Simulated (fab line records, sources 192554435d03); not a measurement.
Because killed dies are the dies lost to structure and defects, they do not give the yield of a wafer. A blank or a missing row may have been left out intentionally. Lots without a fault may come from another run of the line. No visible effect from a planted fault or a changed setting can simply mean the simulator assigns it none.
Split-lot experiment || flow n5_finfet || route with 1938 steps; 7 lots, 39 wafers read

## ABOUT THE SPLIT
At N5_BEOL_M3_DEP_57 (deposits SiCN from 3MS/NH3, target thk 8 nm, time 14 s), the setting time_s was moved away from the recipe's 14 s on 15 of the 39 wafers read, by -45.3% to +34.7%. For the rest of the wafers, this setting stayed at what the recipe calls for.

The reading comes from the split's own step.

## THE READING
SiCN_of_BEOL_M3_DEP_57.thk_nm (the simulator's own value, which no gauge read), in nm, at N5_BEOL_M3_DEP_57 (deposits SiCN from 3MS/NH3, target thk 8 nm, time 14 s). The file gives no usual value for it. Average 8.0 nm, standard deviation 0.18 nm, over the 24 wafers here run with the recipe.

{"wafer": "L078.1", "tool, chamber at the split": "pecvd-02, 0,1", "time_s as run, s": 7.653, "against the recipe": "-45.3%", "SiCN_of_BEOL_M3_DEP_57.thk_nm, nm": 4.2, "against lot-mates on the recipe": -3.8}
{"wafer": "L078.2", "tool, chamber at the split": "pecvd-02, 0,1", "time_s as run, s": 7.653, "against the recipe": "-45.3%", "SiCN_of_BEOL_M3_DEP_57.thk_nm, nm": 4.2, "against lot-mates on the recipe": -3.8}
{"wafer": "L078.3", "tool, chamber at the split": "pecvd-02, 2,2,0", "time_s as run, s": 14, "against the recipe": "recipe", "SiCN_of_BEOL_M3_DEP_57.thk_nm, nm": 8, "against lot-mates on the recipe": "-"}
{"wafer": "L078.5", "tool, chamber at the split": "pecvd-02, 2,2,0", "time_s as run, s": 14, "against the recipe": "recipe", "SiCN_of_BEOL_M3_DEP_57.thk_nm, nm": 8, "against lot-mates on the recipe": "-"}
{"wafer": "L078.6", "tool, chamber at the split": "pecvd-02, 2,2,0", "time_s as run, s": 14, "against the recipe": "recipe", "SiCN_of_BEOL_M3_DEP_57.thk_nm, nm": 8, "against lot-mates on the recipe": "-"}
{"wafer": "L078.4", "tool, chamber at the split": "pecvd-02, 1", "time_s as run, s": 7.653, "against the recipe": "-45.3%", "SiCN_of_BEOL_M3_DEP_57.thk_nm, nm": 4.6, "against lot-mates on the recipe": -3.4}
{"wafer": "L084.1", "tool, chamber at the split": "pecvd-01, 1,2,1", "time_s as run, s": 14, "against the recipe": "recipe", "SiCN_of_BEOL_M3_DEP_57.thk_nm, nm": 8, "against lot-mates on the recipe": "-"}
{"wafer": "L084.4", "tool, chamber at the split": "pecvd-01, 1,2,1", "time_s as run, s": 14, "against the recipe": "recipe", "SiCN_of_BEOL_M3_DEP_57.thk_nm, nm": 8, "against lot-mates on the recipe": "-"}
{"wafer": "L084.6", "tool, chamber at the split": "pecvd-01, 1,2,1", "time_s as run, s": 14, "against the recipe": "recipe", "SiCN_of_BEOL_M3_DEP_57.thk_nm, nm": 8, "against lot-mates on the recipe": "-"}
{"wafer": "L084.2", "tool, chamber at the split": "pecvd-01, 0", "time_s as run, s": 14, "against the recipe": "recipe", "SiCN_of_BEOL_M3_DEP_57.thk_nm, nm": 7.6, "against lot-mates on the recipe": "-"}
{"wafer": "L084.5", "tool, chamber at the split": "pecvd-01, 0", "time_s as run, s": 14, "against the recipe": "recipe", "SiCN_of_BEOL_M3_DEP_57.thk_nm, nm": 7.6, "against lot-mates on the recipe": "-"}
{"wafer": "L084.3", "tool, chamber at the split": "pecvd-01, 2", "time_s as run, s": 14, "against the recipe": "recipe", "SiCN_of_BEOL_M3_DEP_57.thk_nm, nm": 7.8, "against lot-mates on the recipe": "-"}
{"wafer": "L083.1", "tool, chamber at the split": "pecvd-02, 0", "time_s as run, s": 11.3, "against the recipe": "-19.3%", "SiCN_of_BEOL_M3_DEP_57.thk_nm, nm": 6.4, "against lot-mates on the recipe": -1.7}
{"wafer": "L083.2", "tool, chamber at the split": "pecvd-02, 1", "time_s as run, s": 11.3, "against the recipe": "-19.3%", "SiCN_of_BEOL_M3_DEP_57.thk_nm, nm": 6.2, "against lot-mates on the recipe": -1.9}
{"wafer": "L083.3", "tool, chamber at the split": "pecvd-02, 2", "time_s as run, s": 14, "against the recipe": "recipe", "SiCN_of_BEOL_M3_DEP_57.thk_nm, nm": 8.2, "against lot-mates on the recipe": "-"}
{"wafer": "L083.4", "tool, chamber at the split": "pecvd-02, 1,0", "time_s as run, s": 14, "against the recipe": "recipe", "SiCN_of_BEOL_M3_DEP_57.thk_nm, nm": 8, "against lot-mates on the recipe": "-"}
{"wafer": "L083.5", "tool, chamber at the split": "pecvd-02, 1,0", "time_s as run, s": 14, "against the recipe": "recipe", "SiCN_of_BEOL_M3_DEP_57.thk_nm, nm": 8, "against lot-mates on the recipe": "-"}
{"wafer": "L083.6", "tool, chamber at the split": "pecvd-02, 2", "time_s as run, s": 11.3, "against the recipe": "-19.3%", "SiCN_of_BEOL_M3_DEP_57.thk_nm, nm": 6.8, "against lot-mates on the recipe": -1.3}
{"wafer": "L090.1", "tool, chamber at the split": "pecvd-04, 0,1", "time_s as run, s": 14, "against the recipe": "recipe", "SiCN_of_BEOL_M3_DEP_57.thk_nm, nm": 8.2, "against lot-mates on the recipe": "-"}
{"wafer": "L090.5", "tool, chamber at the split": "pecvd-04, 0,1", "time_s as run, s": 14, "against the recipe": "recipe", "SiCN_of_BEOL_M3_DEP_57.thk_nm, nm": 8.2, "against lot-mates on the recipe": "-"}
{"wafer": "L090.3", "tool, chamber at the split": "pecvd-04, 2", "time_s as run, s": 14, "against the recipe": "recipe", "SiCN_of_BEOL_M3_DEP_57.thk_nm, nm": 8, "against lot-mates on the recipe": "-"}
{"wafer": "L095.1", "tool, chamber at the split": "pecvd-01, 2,1", "time_s as run, s": 18.86, "against the recipe": "+34.7%", "SiCN_of_BEOL_M3_DEP_57.thk_nm, nm": 10.8, "against lot-mates on the recipe": "+2.9"}
{"wafer": "L095.3", "tool, chamber at the split": "pecvd-01, 2,1", "time_s as run, s": 18.86, "against the recipe": "+34.7%", "SiCN_of_BEOL_M3_DEP_57.thk_nm, nm": 10.8, "against lot-mates on the recipe": "+2.9"}
{"wafer": "L095.2", "tool, chamber at the split": "pecvd-01, 0", "time_s as run, s": 14, "against the recipe": "recipe", "SiCN_of_BEOL_M3_DEP_57.thk_nm, nm": 7.8, "against lot-mates on the recipe": "-"}
{"wafer": "L095.4", "tool, chamber at the split": "pecvd-01, 1,2", "time_s as run, s": 14, "against the recipe": "recipe", "SiCN_of_BEOL_M3_DEP_57.thk_nm, nm": 8, "against lot-mates on the recipe": "-"}
{"wafer": "L095.5", "tool, chamber at the split": "pecvd-01, 1,2", "time_s as run, s": 14, "against the recipe": "recipe", "SiCN_of_BEOL_M3_DEP_57.thk_nm, nm": 8, "against lot-mates on the recipe": "-"}
{"wafer": "L095.6", "tool, chamber at the split": "pecvd-01, 0", "time_s as run, s": 18.86, "against the recipe": "+34.7%", "SiCN_of_BEOL_M3_DEP_57.thk_nm, nm": 10.6, "against lot-mates on the recipe": "+2.7"}
{"wafer": "L096.1", "tool, chamber at the split": "pecvd-01, 1", "time_s as run, s": 10.78, "against the recipe": "-23.0%", "SiCN_of_BEOL_M3_DEP_57.thk_nm, nm": 6.2, "against lot-mates on the recipe": -1.7}
{"wafer": "L096.2", "tool, chamber at the split": "pecvd-01, 2", "time_s as run, s": 14, "against the recipe": "recipe", "SiCN_of_BEOL_M3_DEP_57.thk_nm, nm": 8, "against lot-mates on the recipe": "-"}
{"wafer": "L096.3", "tool, chamber at the split": "pecvd-01, 0", "time_s as run, s": 14, "against the recipe": "recipe", "SiCN_of_BEOL_M3_DEP_57.thk_nm, nm": 7.6, "against lot-mates on the recipe": "-"}
{"wafer": "L096.4", "tool, chamber at the split": "pecvd-01, 2", "time_s as run, s": 14, "against the recipe": "recipe", "SiCN_of_BEOL_M3_DEP_57.thk_nm, nm": 8.2, "against lot-mates on the recipe": "-"}
{"wafer": "L096.5", "tool, chamber at the split": "pecvd-01, 1", "time_s as run, s": 10.78, "against the recipe": "-23.0%", "SiCN_of_BEOL_M3_DEP_57.thk_nm, nm": 6.4, "against lot-mates on the recipe": -1.5}
{"wafer": "L096.6", "tool, chamber at the split": "pecvd-01, 0", "time_s as run, s": 10.78, "against the recipe": "-23.0%", "SiCN_of_BEOL_M3_DEP_57.thk_nm, nm": 6, "against lot-mates on the recipe": -1.9}
{"wafer": "L097.1", "tool, chamber at the split": "pecvd-01, 0", "time_s as run, s": 10.98, "against the recipe": "-21.6%", "SiCN_of_BEOL_M3_DEP_57.thk_nm, nm": 6, "against lot-mates on the recipe": -2.1}
{"wafer": "L097.6", "tool, chamber at the split": "pecvd-01, 0", "time_s as run, s": 10.98, "against the recipe": "-21.6%", "SiCN_of_BEOL_M3_DEP_57.thk_nm, nm": 6, "against lot-mates on the recipe": -2.1}
{"wafer": "L097.2", "tool, chamber at the split": "pecvd-01, 1,2", "time_s as run, s": 14, "against the recipe": "recipe", "SiCN_of_BEOL_M3_DEP_57.thk_nm, nm": 8, "against lot-mates on the recipe": "-"}
{"wafer": "L097.3", "tool, chamber at the split": "pecvd-01, 1,2", "time_s as run, s": 14, "against the recipe": "recipe", "SiCN_of_BEOL_M3_DEP_57.thk_nm, nm": 8, "against lot-mates on the recipe": "-"}
{"wafer": "L097.4", "tool, chamber at the split": "pecvd-01, 2", "time_s as run, s": 10.98, "against the recipe": "-21.6%", "SiCN_of_BEOL_M3_DEP_57.thk_nm, nm": 6.2, "against lot-mates on the recipe": -1.9}
{"wafer": "L097.5", "tool, chamber at the split": "pecvd-01, 1", "time_s as run, s": 14, "against the recipe": "recipe", "SiCN_of_BEOL_M3_DEP_57.thk_nm, nm": 8.2, "against lot-mates on the recipe": "-"}
Where a row lists several chambers, the file gives one row for several wafers and doesn't say which wafer went through which chamber.

THE FIT
A straight line over all 39 wafers: SiCN_of_BEOL_M3_DEP_57.thk_nm changes by +0.0803 nm for each +1% of time_s; r = +0.99; the points scatter about the line by 0.19 nm.
The same after taking each lot's own level away (the mean of its wafers on the recipe; 39 wafers): +0.0814 nm for each +1%; r = +0.99; scatter 0.18 nm.
According to that fit, moving time_s by its largest amount changes the reading by 3.7 nm.
The lots' own levels span 7.83 to 8.13 nm, that is 1.7 times the standard deviation above.
The two slopes are in agreement: the lot-to-lot level therefore moves the slope only a little.
Check: -3.68 nm against its lot-mates is what the line predicts for one of the wafers moved furthest among these (-45.3%) when that wafer is left out of the fit. Against them it came out at -3.8 nm.

## ADDITIONAL SPLITS CARRIED BY THESE WAFERS
Before the reading, these wafers also passed through other splits. Each is held against what the fit with the lots' levels taken away leaves over:
{"other split on the same wafers": "N5_BEOL_M3_ETCH_41 target_depth_a", "wafers away from the commonest value": 18, "r with SiCN_of_BEOL_M3_DEP_57.thk_nm (lot level and that fit taken away)": -0.21}

## THE FILE'S OWN FIT
SiCN_of_BEOL_M3_DEP_57.thk_nm changes by +0.0815 nm for each +1% of time_s, r = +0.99.
